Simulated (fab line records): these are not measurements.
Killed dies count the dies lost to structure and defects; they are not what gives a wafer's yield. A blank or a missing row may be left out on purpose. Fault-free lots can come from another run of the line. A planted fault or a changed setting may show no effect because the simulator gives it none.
A lot that was struck, set against a sound lot	flow n5-finfet	16 steps out of a route of 1938
Sound: the wafers L886.2, L886.4, L886.6. Struck: wafer L895.4; the same lot's L895.1 was not struck, so it is left out; see the end for the cause.
Each step with rows lists, per side, the tool, then ch with its chambers, then its first start. Under that, the readings that differ: sound wafers	struck wafers	difference of the means	sigmas: that difference in standard deviations of wafers without a fault.
alike: same words and numbers on both sides, and readings whose means sit less than 2 such deviations apart. not compared: any withheld reading, any reading some wafer has no value for, any bound like >300 that may hide the same value, and any number with overlapping values for which the record gives no deviation.
A row with sigmas, a row that says differs or no value, or rows on one side alone: a step with any of these is where the two part. Non-overlapping numbers with no deviation appear without sigmas and do not part them. Lack of a reading on every wafer of one side parts them only where that side has two or more wafers.

first, 4 steps without rows for these wafers: N5_SDB_SOFTBAKE_06 (time 60 s); N5_SDB_EXPOSE_08 (exposes mask SDB); N5_SDB_PEB_09 (peb time 60 s); N5_SDB_DEVELOP_10 (develop time 30 s).
N5_SDB_CD_MEAS_11: target cd 50 nm.
  sound on cd-sem-03 ch 0, day 5 07:50; struck on cd-sem-01 ch 0, day 7 12:36
  alike: cd-nm
N5_SDB_OVL_MEAS_12:
  sound on overlay-02 ch 0, day 5 07:52; struck on overlay-01 ch 0, day 7 12:38
  alike: SDB_OVL
N5_SDB_INSPECT_13: inspects for defects (brightfield).
  sound on defect-inspect-02 at day 5 07:53; struck on defect-inspect-01 at day 7 12:40
  alike: raw-defect-count
N5_SDB_DESCUM_16: chemistry O2, time 7.9 s.
  sound on rie-diel-05 ch 0,3, day 5 07:56; struck on rie-diel-01 ch 2, day 7 12:41
  alike: drypump-motor-current-A, oes-product-au, rf-vpp-V, showerhead-plenum-p-Torr, throttle-valve-pct
  not compared: rf-hours-counter-h
N5_SDB_ETCH_17: etches SiARC in CF4, target depth 23.4 nm, time 39 s.
  sound on rie-diel-05 ch 0,3, day 5 07:58; struck on rie-diel-01 ch 2, day 7 12:44
reading	sound	struck	difference	sigmas
bias-w (W)	36.01 36.00 36.00	36.22	+0.22	+2
  alike: drypump-motor-current-A, etch-rf-on-time-s, oes-product-au, rf-vpp-V, showerhead-plenum-p-Torr, throttle-valve-pct
  not compared: rf-hours-counter-h
N5_SDB_ETCH_18: etches SOC in N2/H2, target depth 100 nm, overetch 20 nm, time 150 s.
  sound on rie-diel-05 ch 0,3, day 5 08:00; struck on rie-diel-01 ch 2, day 7 12:46
  alike: bias-w, drypump-motor-current-A, oes-product-au, rf-vpp-V, showerhead-plenum-p-Torr, throttle-valve-pct
  not compared: rf-hours-counter-h
then, 1 step without rows for these wafers: N5_SDB_STRIP_19 (strips in N2/H2).
N5_SDB_STRIP_21: strips in CF4.
  sound on rie-diel-05 ch 0,3, day 5 08:08; struck on rie-diel-01 ch 2, day 7 12:54
  alike: drypump-motor-current-A, oes-product-au, rf-vpp-V, showerhead-plenum-p-Torr, throttle-valve-pct
  not compared: rf-hours-counter-h
N5_SDB_HM_OPEN_20: chemistry CH3F/O2, target SiNx, stops on poly-Si, target depth 24 nm.
  sound on rie-diel-05 ch 0,3, day 5 08:10; struck on rie-diel-01 ch 2, day 7 12:55
reading	sound	struck	difference	sigmas
oes-product-au (a.u.)	0.68 0.70 0.69	0.54	-0.15	-3
over-etch-frac	0.4 0.4 0.4	0.6075	+0.2075	
rf-vpp-V (V)	296 301 295	304	+7	+2
model.SOC_of_SDB_COAT_03.thk-nm (nm)	83.6 83.6 83.8	81.8	-1.9	
  alike: bias-w, drypump-motor-current-A, showerhead-plenum-p-Torr, throttle-valve-pct
  not compared: rf-hours-counter-h
N5_SDB_STRIP_22: strips in N2/H2.
  sound on plasma-asher-01 ch 0,1, day 5 08:14; struck on plasma-asher-01 ch 1, day 7 13:05
reading	sound	struck	difference	sigmas
strip-time-to-endpoint-s (s)	95.8 95.9 96.0	94.1	-1.8	-6
  alike: drypump-motor-current-A, heater-power-w, oes-product-au
  not compared: rf-hours-counter-h
then, 1 step without rows for these wafers: N5_SDB_PRECLEAN_23 (cleans in dHF, time 30 s).
-- the record jumps here: 6 days lie between the struck wafers' starts before and after (it left off in module SDB and takes up again in module BEOL_M4, whose first step shown is number 1111 of the route) --
N5_BEOL_M4_RC_MEAS_101:
  sound on prober-02 ch 0, day 10 10:40; struck on prober-02 ch 0, day 13 08:41
reading	sound	struck	difference	sigmas
DIBL_N (mV/V)	38.3 39.1 38.8	36.0	-2.7	-2
DIBL_P (mV/V)	38.0 39.0 38.6	35.6	-2.9	-2
ION_N (uA/um)	682 704 690	674	-18	-2
  alike: IOFF_N, IOFF_P, ION_P, SS_N, SS_P, VT_N, VT_P

== WHERE THEY PART ==
At N5_SDB_ETCH_17 first; at N5_BEOL_M4_RC_MEAS_101 last (within this record only).

WHY: the cause the simulator had injected
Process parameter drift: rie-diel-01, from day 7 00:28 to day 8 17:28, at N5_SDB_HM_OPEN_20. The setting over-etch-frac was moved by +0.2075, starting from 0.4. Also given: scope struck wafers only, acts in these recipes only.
